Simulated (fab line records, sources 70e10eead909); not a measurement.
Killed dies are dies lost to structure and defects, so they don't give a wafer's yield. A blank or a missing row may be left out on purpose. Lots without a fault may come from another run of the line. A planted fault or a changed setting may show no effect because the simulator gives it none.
Chamber matching | flow nand_harc | NHARC_P_STI_ETCH_42 on rie_diel-12: 4 sister chambers
The step etches the open film in N2/H2, target depth 80 nm, overetch 24 nm, time 61 s. 8 wafers are shown with their chamber, then 7 later ones without.

WAFERS WITH THEIR CHAMBER
wafer  | chamber | rf_vpp_V (V) | oes_product_au (a.u.)
L875.6 | 3       | 429.1        | 0.994
L884.3 | 0       | 430.7        | 1.010
L884.6 | 1       | 429.5        | 0.997
L886.2 | 3       | 429.9        | 0.999
L886.4 | 2       | 433.6        | 0.999
L886.5 | 2       | 434.9        | 0.998
L891.1 | 0       | 431.6        | 1.017
L891.3 | 1       | 427.6        | 0.995

WAFERS WITHOUT THEIR CHAMBER
wafer  | rf_vpp_V (V) | oes_product_au (a.u.)
L891.5 | 429.0        | 0.999
L895.2 | 427.7        | 1.006
L895.4 | 436.4        | 1.001
L895.5 | 428.7        | 1.005
L896.1 | 427.7        | 0.997
L896.4 | 429.6        | 1.002
L896.5 | 430.2        | 1.002

WHICH CHAMBER EACH WENT THROUGH
wafer  | from the rows above          | in truth
L891.5 | can't be placed: 3 or 1      | 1
L895.2 | can't be placed: 1 or 3 or 0 | 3
L895.4 | 2                            | 2
L895.5 | can't be placed: 3 or 1 or 0 | 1
L896.1 | can't be placed: 1 or 3      | 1
L896.4 | can't be placed: 3 or 1      | 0
L896.5 | can't be placed: 3 or 1 or 0 | 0
Placed correctly: 1 of 7. Can't be placed from these rows: 6 (the true chamber is among the candidates in 5). Placed wrongly: 0.
How it was worked out, from the rows above alone: a wafer's distance from a chamber is the root of the sum, over the readings, of the square of ((its reading less the chamber's mean) divided by the reading's scatter). The wafer belongs to the nearest chamber; if the next one is less than 2 further off, it can't be placed. A chamber's mean is the mean of its shown wafers. The scatter: the root of (the sum of the squares of (reading less its chamber's mean) over the shown wafers, divided by (wafers less chambers)).
